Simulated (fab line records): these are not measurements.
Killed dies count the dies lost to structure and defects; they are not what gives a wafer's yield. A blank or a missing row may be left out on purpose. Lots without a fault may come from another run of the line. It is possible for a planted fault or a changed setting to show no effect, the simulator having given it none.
2 desks, one fault / flow nand harc / every desk sees just its own numbers, and what lay behind them comes last

THE DEFECT DESK
Lot by lot, what the route's inspections counted, given as the mean of those sampled wafers with a number. The brackets show how far a lot's mean lies from the usual mean; more than 4 standard deviations puts the lot out of limits, marked OUT.
Columns: A = raw defect count at NHARC_A_SLIT_INSPECT_11, usual 51
lot=L917; first seen here=day 20 07:22; A=75
lot=L918; first seen here=day 20 08:38; A=65
lot=L919; first seen here=day 20 20:44; A=20
lot=L922; first seen here=day 22 14:10; A=75
lot=L923; first seen here=day 23 07:07; A=85
lot=L925; first seen here=day 24 17:07; A=14
lot=L929; first seen here=day 24 17:19; A=49
lot=L932; first seen here=day 25 12:13; A=52
lot=L931; first seen here=day 25 13:00; A=60
lot=L933; first seen here=day 27 00:04; A=25
lot=L934; first seen here=day 27 11:59; A=20
lot=L935; first seen here=day 27 23:14; A=64
lot=L937; first seen here=day 28 09:49; A=14
lot=L939; first seen here=day 29 21:50; A=41
Finding of this desk: none of the 14 lots has anything out of limits.

DESK OF THE TOOL OWNER: rie metal-01
The tool's own readings at NHARC_A_WL_FILL_ETCHBACK_17 (etches the open film in Cl2/BCl3, target depth 4 nm, time 26.7 s): means of the sampled wafers that have a number, for each lot that ran on this tool. The brackets show how far a lot's mean lies from the usual mean; more than 4 standard deviations puts the lot out of limits, marked OUT.
Columns: A = drypump motor current A at NHARC_A_WL_FILL_ETCHBACK_17, usual 5.75 A; B = he backside leak sccm at NHARC_A_WL_FILL_ETCHBACK_17, usual 3.3 sccm; C = oes product au at NHARC_A_WL_FILL_ETCHBACK_17, usual 0.998 a.u.; D = run length s at NHARC_A_WL_FILL_ETCHBACK_17, usual 48.0 s
lot=L918; first seen here=day 21 15:11; A=5.93; B=3.3; C=0.991; D=47.8
lot=L922; first seen here=day 23 16:33; A=5.90; B=4.1; C=0.984; D=45.0 (-6.2) OUT
lot=L923; first seen here=day 24 08:14; A=5.96; B=3.2; C=0.999; D=42.1 (-12) OUT
lot=L931; first seen here=day 26 18:10; A=5.95; B=3.3; C=0.997; D=48.1
lot=L935; first seen here=day 29 02:24; A=5.93; B=3.3; C=0.994; D=47.9
This desk's verdict: out of limits on L922, L923, starting with L922 at day 23 16:33 (run length s at NHARC_A_WL_FILL_ETCHBACK_17). L918, L931, L935: within limits.

PUT TOGETHER
The tool owner's desk had the chance to raise an alarm at day 23 16:33 on L922, L923.
Nothing the defect desk looked at was out of limits.
The defect desk has L922, L923 on record, within its limits.
On rie metal-01, each named lot ran NHARC_A_WL_FILL_ETCHBACK_17.

WHAT HAD BEEN PUT IN BY THE SIMULATOR
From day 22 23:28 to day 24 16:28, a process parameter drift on rie metal-01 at NHARC_A_WL_FILL_ETCHBACK_17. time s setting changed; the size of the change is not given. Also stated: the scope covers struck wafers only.
Shown lots that were struck: L922, L923.
How many hours passed from the start of the fault until each desk's first out-of-limits reading: the tool owner's desk, 17.
